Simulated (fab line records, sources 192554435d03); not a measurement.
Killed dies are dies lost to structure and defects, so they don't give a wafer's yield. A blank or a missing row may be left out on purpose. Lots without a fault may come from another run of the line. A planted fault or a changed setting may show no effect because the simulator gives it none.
A struck lot beside a sound one | flow n5_finfet | 37 steps out of a route of 1938
Sound: wafers L598.1, L598.4, L598.6. Struck: wafers L603.2, L603.3, L603.4. The cause comes at the end.
At each step with rows: each side's tool, then ch and its chambers, then its first start. Under that, the readings that differ: sound wafers | struck wafers | difference of the means | sigmas: that difference in standard deviations of wafers without a fault.
alike: readings whose means differ by less than 2 such deviations, and words and numbers that are the same on both sides. not compared: withheld readings, readings that some wafer has no value for, bounds like >300 that may hide the same value, and numbers for which the record gives no deviation and whose values overlap.
The two part at a step that has a row with sigmas, a row that says differs or no value, or rows on one side only. Numbers that don't overlap but have no deviation are shown without sigmas and don't part them. A reading that every wafer of one side lacks parts them only if that side has two wafers or more.

first, 9 steps without rows for these wafers: N5_BEOL_M4_ANNEAL_95 (time 240 s); N5_BEOL_M4_SPUTTER_96 (material Cu, target thk 4.5 nm, time 8.29 s); N5_BEOL_M4_ECD_50 (material Cu, target thk 300 nm); N5_BEOL_M4_ANNEAL_51 (time 90 s); N5_BEOL_M4_CMP_52 (polishes, stops on SiOC, t overpolish 6.8 s, target thk 40 nm); N5_BEOL_M4_PRE_CLEAN_60 (time 15 s); N5_BEOL_M4_CO_CAP_55 (material Co, precursor CCTBA/H2, target thk 2 nm, time 102.1 s); N5_BEOL_M4_PRE_CLEAN_56 (time 15 s); N5_BEOL_M4_DEP_57 (deposits SiCN from 3MS/NH3, target thk 8 nm, time 14 s).
N5_BEOL_M4_RC_MEAS_101:
  sound on prober-01 ch 0, day 9 13:01; struck on prober-02 ch 0, day 10 00:45
  alike: DIBL_N, DIBL_P, IOFF_N, IOFF_P, ION_N, ION_P, SS_N, SS_P, VT_N, VT_P
then, 24 steps without rows for these wafers: N5_BEOL_M5_ILD_DEP_00 (deposits SiCOH lowk from DEMS/porogen, target thk 140.64 nm, time 25.9 s); N5_BEOL_M5_CURE_79 (cures SiCOH lowk, time 240 s); N5_BEOL_M5_PECVD_70 (deposits SiO2 from TEOS/O2, target thk 16 nm, time 18 s); N5_BEOL_M5_HM_DEP_02 (deposits TiN, target thk 20 nm); N5_BEOL_M5_COAT_59 (time 60 s, resist thk 60 nm); N5_BEOL_M5_COAT_60 (time 60 s, resist thk 12 nm); N5_BEOL_M5_COAT_71 (time 60 s, resist thk 5 nm); N5_BEOL_M5_COAT_05 (resist thk 30 nm); N5_BEOL_M5_EBR_07; N5_BEOL_M5_SOFTBAKE_06 (time 60 s); N5_BEOL_M5_EXPOSE_08 (exposes mask M5, target cd 28 nm); N5_BEOL_M5_PEB_09 (peb time 60 s); N5_BEOL_M5_DEVELOP_10 (develop time 30 s); N5_BEOL_M5_DESCUM_16 (chemistry O2, time 7 s); N5_BEOL_M5_ETCH_72 (etches underlayer in N2/H2, target depth 6.5 nm, time 5.2 s); N5_BEOL_M5_ETCH_61 (etches SiARC in CF4, target depth 15.6 nm, time 26 s); N5_BEOL_M5_ETCH_62 (etches SOC in N2/H2, target depth 75 nm, overetch 15 nm, time 112.5 s); N5_BEOL_M5_STRIP_63 (strips in N2/H2); N5_BEOL_M5_STRIP_73 (strips in N2/H2); N5_BEOL_M5_STRIP_64 (strips in CF4); N5_BEOL_M5_HM_OPEN_17 (chemistry Cl2/BCl3, target TiN, target depth 20 nm, overetch 6 nm); N5_BEOL_M5_STRIP_19 (strips in O2); N5_BEOL_M5_COAT_65 (time 60 s, resist thk 60 nm); N5_BEOL_M5_COAT_66 (time 60 s, resist thk 12 nm).
-- the record jumps here: 2 days lie between the struck wafers' starts before and after (it left off in module BEOL_M5 and takes up again in module BEOL_M10, whose first step shown is number 1526 of the route) --
N5_BEOL_M10_CVD_75: deposits Co from CCTBA/H2, target thk 2 nm, time 138.9 s.
  sound on cvd_co-01 ch 0,1, day 11 15:15; struck on cvd_co-01 ch 0,2, day 12 06:32
  no value came back on the struck wafers for chamber_pressure_Torr (Torr), run_length_s (s); on the sound wafers chamber_pressure_Torr (Torr) reads 29.90 29.97 29.88
N5_BEOL_M10_CMP_52: polishes, stops on SiCOH lowk, t overpolish 7 s, target thk 140 nm.
  sound on cmp-04 ch 0,2, day 11 16:28; struck on cmp-03 ch 1,2,3, day 12 07:14
  reading                      | sound          | struck         | difference | sigmas
  barrier_field_endpoint_s (s) | 30.0 29.5 30.3 | 26.0 25.9 25.8 | -4.0       | -5
  alike: motor_current_A, slurry_filter_dp_kPa, slurry_flow_ml_min
-- the record jumps here: 2 days lie between the struck wafers' starts before and after (it left off in module BEOL_M10 and takes up again in module PASSIVATION, whose first step shown is number 1936 of the route) --
N5_PASSIVATION_PROBE_49:
  sound on prober-01, day 13 09:19; struck on prober-01, day 14 07:15
  reading                  | sound          | struck         | difference | sigmas
  defect_limited_yield (%) | 91.5 89.7 91.2 | 23.9 25.1 24.4 | -66.3      | -41
  killed_at_M0_to_M3       | 43 58 39       | 22 26 14       | -26        | -3
  killed_at_M4_up          | 7 14 11        | 845 836 856    | +835       | +99 or more
  killed_dies              | 100 122 104    | 898 884 892    | +783       | +41
  killed_on_rim            | 16 15 13       | 84 149 73      | +87        | +21
  killed_open              | 71 88 68       | 44 34 38       | -37        | -3
  sort_bin_5_function (%)  | 4.1 6.9 5.3    | 63.1 64.9 64.6 | +58.8      | +59
  sort_bin_6_memory (%)    | 3.9 3.1 3.1    | 12.7 9.8 10.9  | +7.8       | +10
  sort_n_pass              | 1080 1058 1076 | 282 296 288    | -783       | -41
  sort_yield_pct (%)       | 91.5 89.7 91.2 | 23.9 25.1 24.4 | -66.3      | -41
  alike: killed_at_contacts, killed_at_front_end, killed_at_other, killed_short

WHERE THEY PART
First at N5_BEOL_M10_CVD_75; last, within this record, at N5_PASSIVATION_PROBE_49.

WHY: what the simulator had put in
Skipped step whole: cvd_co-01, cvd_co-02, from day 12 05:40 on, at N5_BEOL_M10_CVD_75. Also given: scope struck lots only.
